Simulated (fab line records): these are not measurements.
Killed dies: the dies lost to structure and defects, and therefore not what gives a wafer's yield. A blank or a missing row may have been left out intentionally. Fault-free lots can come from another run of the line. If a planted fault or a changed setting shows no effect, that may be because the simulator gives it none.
fab line records	flow n5_finfet
[record] lots = 7	wafers = 20	last_day = 17
route steps=1938 shown BEOL_M1@801 BEOL_M4@1111
lots with no fault: from the same line, run without faults
start_h: start of the lot's first displayed wafer, in hours after the record's first day	wait_h: hours from the lot's prior step to this one	" the same as in the row above	L1.1+2: several wafers, shown together as one row	- no value, or no start was given	* or withheld: withheld	< > ~ a bound
route shown NAME@n: a module of which the file shows steps, and the number in the route of the first	usual: mean/standard deviation taken from wafers without a fault	same: alike in all rows	chamber/n: place in a boat	sites: per-site readings	_std_site: the standard deviation of these	_edge_site: the outer-site mean with the inner-site mean subtracted	radius_mm: how far each site lies from the wafer's centre	mask NAME#n: copy n	behind: the tool/chamber that last shaped the wafer	hold: cause of the lot's hold/its duration in hours/its outcome	device: transistor that didn't switch, given as n, p or np	end of line: the route-end tests of the same wafers	for a step that has no rows: nothing shown but its recipe	killed: dies that structure and defects cost at the first sort, which is not the same as the wafer's yield	map: the dies of a wafer, with x for killed, . for not killed, _ for no die there
set.NAME: setting as actually run; set.NAME@STEP: the setting as run at that earlier step	model.NAME: the simulator's own value behind a step, which no gauge read
lots seen at some steps along the route; tables by step, rows by wafer
services: the hour from which a tool's chamber was out of use, counted from the record's first day as start_h (under 0 if before that day), plus the number of hours and why
[[steps]]
[step N5_BEOL_M1_ETCH_41]
[recipe] chemistry = CH3F/O2	target = SiCN	target_depth_a = 319	taper_deg = 2	time_s = 57.8	ion_energy_ev = 120	mask_material = TiN	pressure_mtorr = 30	source_w = 395	bias_w = 75	Ar_flow_sccm = 150	CH3F_flow_sccm = 30	O2_flow_sccm = 20
[usual] chamber_pressure_mTorr = 29.997/0.028	drypump_motor_current_A = 5.7/0.52	mfc_ar_sccm = 150.0/0.45	oes_product_au = 0.81/0.089	rf_fwd_power_W = 391.1/1.6	rf_vpp_V = 297.0/1.4	showerhead_plenum_p_Torr = 1.98/0.065	throttle_valve_pct = 16.18/0.17
lot.wafer	tool	chamber	start_h	wait_h	chamber_pressure_mTorr	drypump_motor_current_A	mfc_ar_sccm	oes_product_au	rf_fwd_power_W	rf_hours_counter_h	rf_vpp_V	showerhead_plenum_p_Torr	throttle_valve_pct
L614.2	rie_diel-01	2	-	-	29.976	4.9	150.4	0.83	392.2	58	297.1	1.95	16.00
L614.4	"	1	"	"	30.014	5.8	149.2	0.75	392.0	135	297.1	1.92	16.00
L614.5	"	3	"	"	30.004	4.7	150.7	0.83	392.8	-	296.6	1.93	16.04
L618.1	rie_diel-01	1	-	-	29.990	5.8	151.1	0.76	389.9	144	296.0	1.92	16.02
L618.3	"	3	"	"	29.997	4.6	149.7	0.84	391.5	84	295.6	1.93	16.05
L618.6	"	1	"	"	29.943	5.7	149.9	0.76	393.2	-	295.3	1.92	16.02
L623.1	rie_diel-02	3	-	-	30.039	5.6	149.5	0.68	391.8	211	297.8	2.06	16.37
L623.2	"	1	"	"	30.013	6.1	150.2	0.95	391.7	6	296.7	1.97	16.15
L623.3	"	0	"	"	29.991	6.0	150.4	0.70	389.0	224	296.2	1.98	16.45
L624.1	rie_diel-02	2	-	-	29.988	6.0	149.8	0.92	391.3	19	297.1	1.96	16.18
L624.3	"	0	"	"	30.025	6.0	148.7	0.71	392.5	226	296.6	1.98	16.45
L624.6	"	1	"	"	30.008	6.1	149.6	0.96	390.7	-	297.6	1.97	16.17
L625.5	rie_diel-06	0	-	-	29.998	5.8	149.3	0.93	389.3	-	296.8	1.96	16.00
L625.6	"	1	"	"	30.013	6.6	149.7	0.87	392.2	-	300.0	2.12	16.29
L634.2	rie_diel-01	3	-	-	29.993	4.7	151.0	0.81	388.9	114	295.7	1.92	16.11
L634.3	"	0	"	"	30.008	5.7	149.7	0.72	390.2	172	298.4	2.08	16.53
L634.6	"	3	"	"	30.019	4.7	150.6	0.80	389.1	-	295.8	1.92	16.12
L636.1	rie_diel-02	3	-	-	29.971	5.6	150.6	0.68	392.8	228	297.9	2.05	16.39
L636.4	"	1	"	"	29.986	6.0	150.1	0.91	391.7	26	296.7	1.96	16.20
L636.5	"	3	"	"	29.975	5.6	150.4	0.67	393.4	-	298.5	2.05	16.39
[step N5_BEOL_M1_STRIP_97]
[recipe] chemistry = N2/H2	time_s = 10	power_w = 450	temp_c = 40	pressure_mtorr = 20	rf_frequency_hz = 6e+07	bias_power_w = 7	n2_flow_sccm = 200	h2_flow_sccm = 200
[usual] chamber_pressure_mTorr = 20.000/0.018	drypump_motor_current_A = 5.7/0.52	oes_product_au = 0.81/0.089	rf_vpp_V = 59.1/0.92	showerhead_plenum_p_Torr = 2.52/0.08	throttle_valve_pct = 23.52/0.24
lot.wafer	tool	chamber	start_h	wait_h	chamber_pressure_mTorr	drypump_motor_current_A	oes_product_au	rf_hours_counter_h	rf_vpp_V	showerhead_plenum_p_Torr	throttle_valve_pct
L614.2	rie_diel-01	2	-	-	20.012	5.0	0.84	58	58.3	2.48	23.51
L614.4	"	1	"	"	20.013	5.8	0.76	135	59.1	2.44	23.28
L614.5	"	3	"	"	19.998	4.7	0.84	-	58.9	2.47	23.40
L618.1	rie_diel-01	1	-	-	19.987	5.8	0.76	144	58.4	2.44	23.30
L618.3	"	3	"	"	19.990	4.7	0.83	84	57.5	2.47	23.39
L618.6	"	1	"	"	19.979	5.8	0.77	-	58.8	2.44	23.32
L623.1	rie_diel-02	3	-	-	20.004	5.6	0.70	211	59.7	2.63	23.79
L623.2	"	1	"	"	20.027	6.0	0.98	6	58.9	2.48	23.31
L623.3	"	0	"	"	20.042	5.9	0.70	224	59.6	2.51	23.63
L624.1	rie_diel-02	2	-	-	20.035	6.0	0.93	19	59.1	2.48	23.54
L624.3	"	0	"	"	19.986	5.9	0.70	226	60.7	2.51	23.61
L624.6	"	1	"	"	19.992	6.1	0.97	-	58.1	2.48	23.30
L625.5	rie_diel-06	0	-	-	20.010	5.8	0.93	-	58.0	2.48	23.14
L625.6	"	1	"	"	19.992	6.6	0.88	-	57.5	2.68	23.71
L634.2	rie_diel-01	3	-	-	20.000	4.7	0.81	114	59.7	2.45	23.45
L634.3	"	0	"	"	20.010	5.7	0.73	172	60.2	2.64	24.06
L634.6	"	3	"	"	20.000	4.7	0.80	-	58.8	2.45	23.43
L636.1	rie_diel-02	3	-	-	20.004	5.6	0.69	228	59.8	2.62	23.81
L636.4	"	1	"	"	19.969	6.1	0.92	26	57.1	2.48	23.33
L636.5	"	3	"	"	20.009	5.6	0.69	-	58.8	2.62	23.80
[step N5_BEOL_M1_OCD_MEAS_38]
[usual] trench_depth_nm = 55.0/0.8
lot.wafer	tool	chamber	start_h	wait_h	trench_depth_nm
L614.2	ocd-02	-	131.43	-	56.3
L614.4	"	-	"	"	53.5
L614.5	"	-	"	"	54.9
L618.1	ocd-01	-	155.54	-	54.5
L618.3	"	-	"	"	55.2
L618.6	"	-	"	"	54.3
L623.1	ocd-01	-	191.90	-	55.0
L623.2	"	-	"	"	55.1
L623.3	"	-	"	"	54.7
L624.1	ocd-01	-	196.31	-	56.3
L624.3	"	-	"	"	55.0
L624.6	"	-	"	"	55.9
L625.5	ocd-02	-	196.47	-	56.1
L625.6	"	-	"	"	54.1
L634.2	ocd-01	-	254.20	-	54.3
L634.3	"	-	"	"	54.5
L634.6	"	-	"	"	54.8
L636.1	ocd-02	-	263.27	-	54.5
L636.4	"	-	"	"	56.0
L636.5	"	-	"	"	54.7
[step N5_BEOL_M1_HM_STRIP_39]
[recipe] chemistry = peroxide_tin_strip	material = TiN	target_depth_a = 250	temp_c = 50	time_s = 158
[step N5_BEOL_M1_SRD_40]
[recipe] time_s = 30	temp_c = 23	rinse_liquid = diw	dry = ipa_marangoni
[step N5_BEOL_M1_PRECLEAN_42]
[recipe] chemistry = residue_remover	time_s = 60	temp_c = 40
[step N5_BEOL_M1_SRD_43]
[recipe] time_s = 30	temp_c = 23	rinse_liquid = diw	dry = ipa_marangoni
[step N5_BEOL_M1_CD_MEAS_35]
[recipe] target_cd_nm = 18	target_cd_y_nm = 21	polarity = opening
[usual] cd_nm = 17.99/0.3
lot.wafer	tool	chamber	start_h	wait_h	cd_nm
L614.2	cd_sem-03	-	131.58	0.0	17.82
L614.4	"	-	"	"	17.94
L614.5	"	-	"	"	18.01
L618.1	cd_sem-03	-	155.70	0.0	18.21
L618.3	"	-	"	"	17.94
L618.6	"	-	"	"	18.17
L623.1	cd_sem-01	-	192.05	0.0	18.22
L623.2	"	-	"	"	18.57
L623.3	"	-	"	"	17.75
L624.1	cd_sem-03	-	196.46	0.0	17.68
L624.3	"	-	"	"	18.00
L624.6	"	-	"	"	17.55
L625.5	cd_sem-01	-	196.62	0.0	17.99
L625.6	"	-	"	"	18.27
L634.2	cd_sem-02	-	254.35	0.0	17.86
L634.3	"	-	"	"	18.04
L634.6	"	-	"	"	18.27
L636.1	cd_sem-03	-	263.42	0.0	17.94
L636.4	"	-	"	"	18.12
L636.5	"	-	"	"	18.43
[step N5_BEOL_M1_DEGAS_44]
[recipe] ambient = vacuum	temp_c = 250	time_s = 60
[step N5_BEOL_M1_PRE_CLEAN_45]
[recipe] gas = H2/He	time_s = 30	temp_c = 250
[usual] heater_power_w = 352/30	susceptor_temp_C = 250.02/0.17
lot.wafer	tool	chamber	start_h	wait_h	heater_power_w	susceptor_temp_C
L614.2	pvd_sputter-02	-	131.66	0.0	348	249.93
L614.4	"	-	"	"	326	249.52
L614.5	"	-	"	"	440	249.80
L618.1	pvd_sputter-02	-	155.92	0.0	375	250.20
L618.3	"	-	"	"	340	250.07
L618.6	"	-	"	"	341	249.80
L623.1	pvd_sputter-01	-	192.34	0.0	362	249.98
L623.2	"	-	"	"	344	250.27
L623.3	"	-	"	"	337	250.12
L624.1	pvd_sputter-01	-	196.64	0.0	340	250.11
L624.3	"	-	"	"	352	249.82
L624.6	"	-	"	"	356	249.86
L625.5	pvd_sputter-01	-	196.78	0.0	340	249.71
L625.6	"	-	"	"	356	250.06
L634.2	pvd_sputter-03	-	254.49	0.0	322	249.75
L634.3	"	-	"	"	385	249.91
L634.6	"	-	"	"	333	249.95
L636.1	pvd_sputter-01	-	264.10	0.0	354	250.17
L636.4	"	-	"	"	353	250.00
L636.5	"	-	"	"	348	250.19
[step N5_BEOL_M1_ALD_84]
[recipe] material = TaN	target_thk_a = *	temp_c = 275	ald_precursor_family = PDMAT	ald_co_reactant = NH3	pressure_torr = 3	carrier_flow_sccm = 1500	pulse_time_s = 2	purge_time_s = 3	co_reactant_purge_time_s = 2	co_reactant_pulse_time_s = 3	ald_cycles = 30	precursor_vessel_temp_c = 75	precursor_vessel_pressure_torr = 26.25	precursor_vessel_carrier_sccm = 1000
[usual] heater_power_w = 423/26	precursor_vessel_temp_c = 75.00/0.11	susceptor_temp_C = 274.99/0.18
lot.wafer	tool	chamber	start_h	wait_h	heater_power_w	precursor_vessel_temp_c	susceptor_temp_C
L614.2	ald_metal-02	3	131.74	0.1	408	74.99	275.29
L614.4	"	1	"	"	415	75.02	275.29
L614.5	"	2	"	"	406	75.08	275.03
L618.1	ald_metal-01	0	156.01	0.1	445	74.90	274.72
L618.3	"	1	"	"	415	74.96	275.19
L618.6	"	1	"	"	409	75.03	275.10
L623.1	ald_metal-04	1	192.46	0.1	407	75.06	275.34
L623.2	"	2	"	"	421	75.04	275.11
L623.3	"	0	"	"	389	74.90	275.40
L624.1	ald_metal-04	2	196.73	0.1	414	75.00	274.94
L624.3	"	1	"	"	412	75.06	274.97
L624.6	"	3	"	"	483	75.02	274.94
L625.5	ald_metal-02	1	196.93	0.1	427	74.97	275.09
L625.6	"	0	"	"	458	75.01	275.10
L634.2	ald_metal-02	3	254.55	0.0	412	75.11	274.97
L634.3	"	0	"	"	467	75.10	275.07
L634.6	"	1	"	"	408	75.06	274.92
L636.1	ald_metal-04	2	264.16	0.0	432	74.78	275.27
L636.4	"	0	"	"	390	75.06	274.96
L636.5	"	1	"	"	412	75.03	275.05
[step N5_BEOL_M1_SURFACE_TREAT_85]
[recipe] gas = Ar	time_s = *	ion_energy_ev = *	ion_current_ma_cm2 = 0.5	pressure_mtorr = *	ar_flow_sccm = 30
[step N5_BEOL_M1_CVD_47]
[recipe] material = Co	target_thk_a = 30	temp_c = withheld	precursor = CCTBA/H2	pressure_torr = 30	time_s = 223.8
[usual] run_length_s = 247.1/0.45
lot.wafer	tool	chamber	start_h	wait_h	run_length_s
L614.2	cvd_co-02	2	132.05	0.0	247.4
L614.4	"	0	"	"	246.9
L614.5	"	2	"	"	247.4
L618.1	cvd_co-01	1	156.33	0.0	246.9
L618.3	"	0	"	"	247.4
L618.6	"	0	"	"	246.9
L623.1	cvd_co-02	2	193.12	0.3	248.0
L623.2	"	1	"	"	312.2
L623.3	"	0	"	"	247.1
L624.1	cvd_co-02	2	197.03	0.1	247.3
L624.3	"	1	"	"	246.6
L624.6	"	2	"	"	313.1
L625.5	cvd_co-02	0	197.24	0.1	247.3
L625.6	"	2	"	"	312.3
L634.2	cvd_co-01	2	254.84	0.0	247.6
L634.3	"	1	"	"	247.0
L634.6	"	0	"	"	246.9
L636.1	cvd_co-01	0	265.47	0.1	246.9
L636.4	"	1	"	"	246.7
L636.5	"	0	"	"	247.0
[step N5_BEOL_M1_SPUTTER_48]
[recipe] material = Cu	target_thk_a = 45	temp_c = -20	chamber_pressure_pa = 0.07	power_w = withheld	time_s = 8.29
[usual] chuck_gas_flow_sccm = 1.27/0.058	susceptor_temp_C = -20.01/0.099	throttle_valve_pct = 30.1/0.91
lot.wafer	tool	chamber	start_h	wait_h	chuck_gas_flow_sccm	susceptor_temp_C	throttle_valve_pct
L614.2	pvd_sputter-02	-	132.22	0.1	1.18	-20.06	29.4
L614.4	"	-	"	"	1.26	-19.98	30.0
L614.5	"	-	"	"	1.32	-19.93	28.8
L618.1	pvd_sputter-03	-	156.55	0.2	1.30	-19.82	31.8
L618.3	"	-	"	"	1.26	-19.99	29.9
L618.6	"	-	"	"	1.27	-20.13	29.8
L623.1	pvd_sputter-01	-	194.22	1.0	1.24	-20.02	30.0
L623.2	"	-	"	"	1.24	-20.08	32.2
L623.3	"	-	"	"	1.38	-19.83	29.8
L624.1	pvd_sputter-03	-	197.23	0.1	1.14	-19.95	31.9
L624.3	"	-	"	"	1.23	-20.02	29.8
L624.6	"	-	"	"	1.39	-20.06	29.2
L625.5	pvd_sputter-02	-	198.79	1.5	1.36	-19.88	28.6
L625.6	"	-	"	"	1.25	-20.05	30.1
L634.2	pvd_sputter-02	-	255.00	0.1	1.16	-19.93	30.0
L634.3	"	-	"	"	1.18	-19.97	29.1
L634.6	"	-	"	"	1.28	-19.97	29.1
L636.1	pvd_sputter-03	-	265.65	0.1	1.25	-20.03	29.7
L636.4	"	-	"	"	1.30	-19.99	30.3
L636.5	"	-	"	"	1.30	-19.87	29.4
[step N5_BEOL_M4_RC_MEAS_101]
[usual] DIBL_N = 35.9/1.3	DIBL_P = 35.9/1.6	IOFF_N = 0.156/0.022	IOFF_P = 0.205/0.023	ION_N = 675/9	ION_P = 463/5.6	SS_N = 71.4/0.57	SS_P = 73.1/0.52	VT_N = 249.7/2.8	VT_P = -250.2/2.5
lot.wafer	tool	chamber	start_h	wait_h	DIBL_N[mV/V]	DIBL_P[mV/V]	IOFF_N[nA/um]	IOFF_P[nA/um]	ION_N[uA/um]	ION_P[uA/um]	SS_N[mV/dec]	SS_P[mV/dec]	VT_N[mV]	VT_P[mV]
L614.2	prober-02	0	172.29	0.2	34.8	32.9	0.145	0.205	679	466	71.4	72.8	247.0	-247.6
L614.4	"	0	"	"	34.4	33.7	0.148	0.208	678	471	70.7	73.6	247.8	-248.8
L614.5	"	0	"	"	35.3	34.4	0.157	0.222	685	469	71.1	72.9	246.2	-248.8
L618.1	prober-01	0	199.93	0.0	36.0	35.8	0.161	0.212	682	470	70.8	72.8	248.5	-247.7
L618.3	"	0	"	"	37.1	36.7	0.189	0.236	702	479	71.8	73.6	247.4	-245.4
L618.6	"	0	"	"	36.0	35.4	0.159	0.209	681	467	71.4	72.6	246.7	-248.9
L623.1	prober-02	0	228.61	0.0	38.1	38.2	0.198	0.247	681	465	70.7	73.4	246.3	-247.1
L623.2	"	0	"	"	36.9	36.6	0.166	0.218	670	464	70.7	73.3	248.0	-249.4
L623.3	"	0	"	"	37.1	36.9	0.181	0.220	686	466	70.5	73.3	245.2	-250.4
L624.1	prober-01	0	229.51	0.0	36.3	36.5	0.162	0.204	678	465	71.7	73.7	246.0	-249.6
L624.3	"	0	"	"	34.8	34.2	0.141	0.179	669	465	70.8	73.2	248.4	-251.7
L624.6	"	0	"	"	35.2	34.8	0.142	0.183	669	460	70.9	73.4	249.2	-252.9
L625.5	prober-02	0	233.59	0.6	37.5	37.5	0.188	0.251	693	467	71.5	73.6	245.9	-246.2
L625.6	"	0	"	"	35.3	34.9	0.142	0.204	682	468	71.3	73.2	249.8	-249.6
L634.2	prober-02	0	293.60	0.2	37.3	37.5	0.163	0.212	674	463	71.9	74.0	247.9	-250.3
L634.3	"	0	"	"	35.7	34.9	0.136	0.186	664	460	71.4	72.8	254.4	-251.4
L634.6	"	0	"	"	37.6	37.6	0.170	0.212	677	460	72.2	74.1	249.2	-249.7
L636.1	prober-02	0	298.27	0.0	37.7	36.7	0.173	0.202	683	462	71.7	73.5	249.6	-254.5
L636.4	"	0	"	"	37.9	36.8	0.175	0.203	681	460	72.3	73.8	248.5	-252.4
L636.5	"	0	"	"	39.2	38.4	0.201	0.235	679	462	72.1	73.6	249.6	-252.1
[[services]]
tool	chamber	start_h	hours	kind
ald_metal-04	3	107.41	2.5	repair
rie_diel-02	2	112.90	-	clean
rie_diel-02	2	112.90	-	consumable_replace:focus_ring
rie_diel-02	2	112.90	18.0	scheduled_down
rie_diel-02	2	112.90	18.0	vent_cycle
rie_diel-06	0	115.84	5.3	repair
rie_diel-06	1	128.14	16.7	repair
pvd_sputter-03	-	131.77	0.5	repair
rie_diel-02	2	132.32	6.3	repair
pvd_sputter-03	-	135.06	2.9	repair
rie_diel-06	2	142.69	23.3	repair
ald_metal-04	1	144.97	1.8	repair
ald_metal-04	-	151.27	0.2	repair
ald_metal-02	-	156.57	0.7	repair
ald_metal-01	-	160.28	0.9	repair
ald_metal-04	3	166.35	5.0	repair
cvd_co-02	1	213.85	10.7	repair
ald_metal-04	-	214.64	14.6	pm
rie_diel-02	-	215.56	14.6	pm
cvd_co-02	-	230.19	6.9	pm
rie_diel-01	-	231.04	0.4	repair
cvd_co-02	-	245.69	0.2	repair
cvd_co-02	0	253.16	4.1	repair
cvd_co-02	-	259.70	28.1	pm
[[key]]
[first_sign] step = N5_BEOL_M1_CVD_47	reading = run_length_s	direction = up	sigmas = 99+	usual = *	struck = *
effect none on later readings
met_at N5_BEOL_M1_CVD_47
struck_wafers L623.2,L624.6,L625.6
onset_between 132.05 193.12
[fault] kind = process_parameter_drift	tool = cvd_co-02	chamber = -	onset_h = 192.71	steps = N5_BEOL_M1_CVD_47	channel = time_s	offset = *	shape = step	end_h = 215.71	scope = struck_wafers_only	acts_in = *	stated = *
